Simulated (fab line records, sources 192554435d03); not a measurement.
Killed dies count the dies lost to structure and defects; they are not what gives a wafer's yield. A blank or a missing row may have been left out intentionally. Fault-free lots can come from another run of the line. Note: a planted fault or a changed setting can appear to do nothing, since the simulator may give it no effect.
Comparing a struck lot with a sound one	flow n5Finfet	24 out of 1938 route steps
Sound: wafers L129.2, L129.3, L129.5. Struck: wafer L145.1 (left out: L145.4, a lot-mate that was not struck); the cause follows at the end.
For every step that has rows: the tool of each side, followed by ch and its chambers, followed by its first start. Under that, the readings that differ: sound wafers	struck wafers	difference of the means	sigmas: that difference in standard deviations of wafers without a fault.
alike: readings whose means differ by less than 2 such deviations, and words and numbers that are the same on both sides. not compared: withheld readings, readings that some wafer has no value for, bounds like >300 that may hide the same value, and numbers for which the record gives no deviation and whose values overlap.
A row with sigmas, a row that says differs or no value, or rows on one side alone: a step with any of these is where the two part. Numbers that have no deviation but don't overlap get no sigmas and don't part them. A reading missing from all wafers of one side parts the sides only when that side holds two or more wafers.

first, 5 steps without rows for these wafers: N5_BEOL_M0_SAQP_EBR_10; N5_BEOL_M0_SAQP_SOFTBAKE_09 (time 60 s); N5_BEOL_M0_SAQP_EXPOSE_11 (exposes mask M0 CORE, target cd 42 nm); N5_BEOL_M0_SAQP_PEB_12 (peb time 60 s); N5_BEOL_M0_SAQP_DEVELOP_13 (develop time 30 s).
N5_BEOL_M0_SAQP_CD_MEAS_14: the cd target is 42.5 nm.
  sound on cdSem-02 ch 0, day 6 20:14; struck on cdSem-03 ch 0, day 10 12:09
reading	sound	struck	difference	sigmas
cdNm (nm)	42.9 42.7 42.6	41.9	-0.8	-2
N5_BEOL_M0_SAQP_OVL_MEAS_15:
  sound on overlay-01 ch 0, day 6 20:16; struck on overlay-02 ch 0, day 10 12:11
  alike: M0_CORE_OVL
N5_BEOL_M0_SAQP_INSPECT_16: inspects for defects (brightfield).
  struck on defectInspect-02, day 10 12:13; sound on defectInspect-01, day 6 20:17
  alike: rawDefectCount
then, 1 step without rows for these wafers: N5_BEOL_M0_SAQP_DESCUM_19 (chemistry O2, time 7.9 s).
N5_BEOL_M0_SAQP_ETCH_83: etches SiARC in CF4, target depth 39 nm, time 65 s.
  sound on rieDiel-06 ch 0,2,3, day 6 20:21; struck on rieDiel-06 ch 1, day 10 12:16
reading	sound	struck	difference	sigmas
drypumpMotorCurrentA (A)	5.6 5.2 5.7	6.5	+1.0	+2
  alike: etchRfOnTimeS, oesProductAu, rfVppV, showerheadPlenumPTorr, throttleValvePct
  not compared: rfHoursCounterH
N5_BEOL_M0_SAQP_ETCH_84: etches SOC in N2/H2, target depth 100 nm, overetch 20 nm, time 150 s.
  sound on rieDiel-06 ch 0,2,3, day 6 20:24; struck on rieDiel-06 ch 1, day 10 12:19
reading	sound	struck	difference	sigmas
drypumpMotorCurrentA (A)	5.6 5.1 5.6	6.6	+1.2	+3
  alike: oesProductAu, rfVppV, showerheadPlenumPTorr, throttleValvePct
  not compared: rfHoursCounterH
then, 1 step without rows for these wafers: N5_BEOL_M0_SAQP_STRIP_80 (strips in N2/H2).
N5_BEOL_M0_SAQP_HM_OPEN_112: chemistry CHF3/O2, target SiO2, stops on a-Si, target depth 12 nm, time 13.5 s.
  sound on rieDiel-06 ch 0,2,3, day 6 20:31; struck on rieDiel-06 ch 1, day 10 12:26
reading	sound	struck	difference	sigmas
drypumpMotorCurrentA (A)	5.6 5.2 5.7	6.5	+1.0	+2
oesProductAu (a.u.)	0.49 0.53 0.48	0.40	-0.10	-2
overEtchFrac	1.25 1.25 1.25	1.8982	+0.6482	
model.SiARC_of_BEOL_M0_SAQP_COAT_82.thkNm (nm)	5.2 4.6 6.2	0	-5	
model.a-Si_of_BEOL_M0_SAQP_PECVD_04.thkNm (nm)	59.8 60.4 60.4	58.8	-1.4	
  alike: rfVppV, showerheadPlenumPTorr, throttleValvePct
  not compared: rfHoursCounterH
then, 1 step without rows for these wafers: N5_BEOL_M0_SAQP_STRIP_113 (strips in CHF3/O2).
N5_BEOL_M0_SAQP_MANDREL_ETCH_20: etches a-Si in HBr/Cl2, stops on SiNx, target depth 60 nm, bt time 10 s, time 30 s.
  sound on rieSi-02 ch 0,1, day 6 20:35; struck on rieSi-01 ch 3, day 10 12:31
reading	sound	struck	difference	sigmas
oesProductAu (a.u.)	0.788 0.771 0.793	0.750	-0.034	-3
model.etch.depthNm (nm)	59.78 60.43 60.35	58.87	-1.32	
  alike: drypumpMotorCurrentA, throttleValvePct
  not compared: rfHoursCounterH
then, 3 steps without rows for these wafers: N5_BEOL_M0_SAQP_STRIP_86 (strips in N2/H2); N5_BEOL_M0_SAQP_STRIP_115 (strips in post etch residue remover, time 60 s); N5_BEOL_M0_SAQP_SRD_93 (time 30 s).
N5_BEOL_M0_SAQP_RECESS_114: chemistry HF/NH3, target SiO2, target depth 14.4 nm, afs cycles 3, sublimation time 60 s.
  sound on vaporEtch-02 ch 0,1, day 6 20:49; struck on vaporEtch-01 ch 1, day 10 12:45
  alike: drypumpMotorCurrentA
N5_BEOL_M0_SAQP_SPACER1_ALD_98: deposits SiO2, target thk 12.8 nm, pulse time 1 s, purge time 2 s.
  sound on aldSin-03 ch 0,2, day 6 21:12; struck on aldSin-02 ch 2, day 10 13:08
reading	sound	struck	difference	sigmas
heaterPowerOuterW (W)	279 286 279	347	+66	+2
heaterPowerW (W)	522 492 521	643	+131	+2
  alike: precursorPulseHeightRel, susceptorTempC
  not compared: sinceWetCleanH
N5_BEOL_M0_SAQP_SPACER1_ETCHBACK_99: etches SiO2 in CHF3/O2, target depth 15.4 nm, time 7.7 s.
  sound on rieDiel-05 ch 0,1,2, day 6 21:41; struck on rieDiel-05 ch 2, day 10 13:37
reading	sound	struck	difference	sigmas
model.a-Si_of_BEOL_M0_SAQP_PECVD_04.thkNm (nm)	59.2 59.8 59.8	58.2	-1.4	
  alike: drypumpMotorCurrentA, oesProductAu, rfVppV, showerheadPlenumPTorr, throttleValvePct
  not compared: rfHoursCounterH
N5_BEOL_M0_SAQP_MANDREL1_REMOVE_100: chemistry HBr/Cl2/O2, target a-Si, stops on SiNx, bt time 10 s.
  sound on rieSi-01 ch 0,3, day 6 21:46; struck on rieSi-06 ch 0, day 10 13:42
  alike: drypumpMotorCurrentA, oesProductAu, throttleValvePct
  not compared: rfHoursCounterH
-- record jumps: 3 days separate the struck wafers' starts on either side; left off in module BEOL_M0_SAQP, taken up again in module BEOL_M4, whose first shown step is the route's number 1111 --
N5_BEOL_M4_RC_MEAS_101:
  sound on prober-02 ch 0, day 9 17:34; struck on prober-01 ch 0, day 13 20:02
  alike: DIBL_N, DIBL_P, IOFF_N, IOFF_P, ION_N, ION_P, SS_N, SS_P, VT_N, VT_P
following that, these wafers have no rows for 1 step: N5_PASSIVATION_PROBE_49.

WHERE THEY PART
Last at N5_BEOL_M0_SAQP_SPACER1_ALD_98 as far as this record goes, first at N5_BEOL_M0_SAQP_CD_MEAS_14. Later steps at which nothing parts them and some readings are alike: N5_BEOL_M0_SAQP_SPACER1_ETCHBACK_99, N5_BEOL_M0_SAQP_MANDREL1_REMOVE_100, N5_BEOL_M4_RC_MEAS_101.

WHY: the cause the simulator had injected
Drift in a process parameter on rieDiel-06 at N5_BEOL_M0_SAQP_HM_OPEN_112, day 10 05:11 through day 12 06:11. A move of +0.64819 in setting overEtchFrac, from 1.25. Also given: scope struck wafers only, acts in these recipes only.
